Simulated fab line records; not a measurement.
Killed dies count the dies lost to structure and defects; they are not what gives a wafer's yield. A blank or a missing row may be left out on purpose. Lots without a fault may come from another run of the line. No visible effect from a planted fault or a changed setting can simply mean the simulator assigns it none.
Chamber matching | flow nand harc | NHARC_P_STI_CMP_21 on cmp-03 has 4 sister chambers
The step polishes, t overpolish 20 s, target thk 380.67 nm. 4 wafers are shown with their chamber, then 11 later ones without.

EACH WAFER AND ITS CHAMBER
wafer  | chamber | motor current A (A)
L087.3 | 1       | 11.6
L087.5 | 0       | 12.2
L089.5 | 2       | 13.6
L091.3 | 3       | 10.3

WAFERS WITH NO CHAMBER GIVEN
wafer  | motor current A (A)
L091.4 | 13.1
L091.5 | 10.5
L093.4 | 13.7
L093.5 | 13.0
L093.6 | 10.5
L095.1 | 14.1
L095.2 | 12.6
L095.4 | 11.7
L096.3 | 13.8
L096.5 | 10.6
L096.6 | 12.4

THE CHAMBER EACH PASSED THROUGH
wafer  | from the rows above          | in truth
L091.4 | can't be placed: 2 or 0      | 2
L091.5 | 3                            | 3
L093.4 | 2                            | 2
L093.5 | can't be placed: 2 or 0      | 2
L093.6 | 3                            | 3
L095.1 | 2                            | 2
L095.2 | can't be placed: 0 or 1 or 2 | 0
L095.4 | can't be placed: 1 or 0      | 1
L096.3 | 2                            | 2
L096.5 | 3                            | 3
L096.6 | can't be placed: 0 or 1      | 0
Placed correctly: 6 of 11. Unplaceable from these rows: 5, with the true chamber sitting among the candidates in 5. Placed wrongly: 0.
How it was worked out, from the rows above alone: a wafer's distance from a chamber is the root of the sum, over the readings, of the square of ((its reading less the chamber's mean) divided by the reading's scatter). The wafer belongs to the nearest chamber; if the next one is less than 2 further off, it can't be placed. For every chamber, the mean is computed from those of its wafers that are shown. The scatter (one wafer shown for each chamber): square how far every hidden wafer sits from the nearest shown wafer, average those squares and take the square root.
